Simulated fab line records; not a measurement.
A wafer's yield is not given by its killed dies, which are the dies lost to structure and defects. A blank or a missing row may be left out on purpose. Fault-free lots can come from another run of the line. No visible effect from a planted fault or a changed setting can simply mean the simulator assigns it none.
What tool caused it?	flow nandHarc	7 lots with 19 wafers sampled at 5 steps, on a route of 1159 steps

WHAT EACH GAUGE READ, for each wafer
NHARC_END_SORT_01.
lot	measured	on	killedAtArray
L475	day 21 12:38	prober-01	44 46 41
L477	day 21 12:03	prober-02	15 22 12
L482	day 25 07:28	prober-01	87
L490	day 26 09:20	prober-01	31 26 39
L493	day 27 05:28	prober-02	52 50 58

WHAT TOOL EACH LOT RAN ON (gives the tool, then ch and the chambers of the sampled wafers, and finally the start)
lot	NHARC_A_BLC_ETCH_18	NHARC_A_BLC_PRE_CLEAN_31	NHARC_A_BLC_PVD_32	NHARC_A_M0_PVD_20
L475	rieDiel-08 ch 0,1,2, day 19 00:20 or earlier	pvdSputter-03, day 19 00:20	pvdSputter-03, day 21 12:38 or earlier	pvdSputter-02, day 21 12:38 or earlier
L477	rieDiel-08 ch 0,3, day 19 07:31 or earlier	pvdSputter-02, day 19 07:31	pvdSputter-02, day 21 12:03 or earlier	pvdSputter-02, day 21 12:03 or earlier
L478	rieDiel-06 ch 2,3, day 20 05:43 or earlier	pvdSputter-02, day 20 05:43	pvdSputter-02, no start	pvdSputter-03, no start
L482	rieDiel-08 ch 1, day 22 07:52 or earlier	pvdSputter-02, day 22 07:52	pvdSputter-02, day 25 07:28 or earlier	pvdSputter-03, day 25 07:28 or earlier
L490	rieDiel-08 ch 0,2, day 23 14:59 or earlier	pvdSputter-03, day 23 14:59	pvdSputter-03, day 26 09:20 or earlier	pvdSputter-03, day 26 09:20 or earlier
L493	rieDiel-06 ch 1,3, day 24 14:11 or earlier	pvdSputter-01, day 24 14:11	pvdSputter-01, day 27 05:28 or earlier	pvdSputter-01, day 27 05:28 or earlier
L495	rieDiel-06 ch 2,3, day 24 23:52 or earlier	pvdSputter-03, day 24 23:52	pvdSputter-03, no start	pvdSputter-03, no start
- NHARC_A_BLC_ETCH_18: etches the open film in C4F8/O2/Ar, target depth 910 nm.
- NHARC_A_BLC_PRE_CLEAN_31: time 15 s.
- NHARC_A_BLC_PVD_32: deposits Ti, target thk 5 nm, time 17.7 s.
- NHARC_A_M0_PVD_20: deposits TaN, target thk 5 nm, time 8.06 s.

THE ANSWER, worked out from the rows above alone
Rule: what is usual is taken from the lots themselves. Put in order of their means at a reading, lots are off if they are a third of the lots or fewer, leave a main group of 4 or more, and stand apart from it by a gap of 3 or more times the standard deviation of the main group's means; of several such gaps the widest counts. If all means in a main group match to the digits the tables above print for the reading, that group is not used. Also off: a lot with no number at a reading for which 4 or more lots have one. The other lots that the step has rows for count as sound.
None of the lots is off at any reading shown; this tells nothing.

WHAT HAD BEEN PUT IN BY THE SIMULATOR
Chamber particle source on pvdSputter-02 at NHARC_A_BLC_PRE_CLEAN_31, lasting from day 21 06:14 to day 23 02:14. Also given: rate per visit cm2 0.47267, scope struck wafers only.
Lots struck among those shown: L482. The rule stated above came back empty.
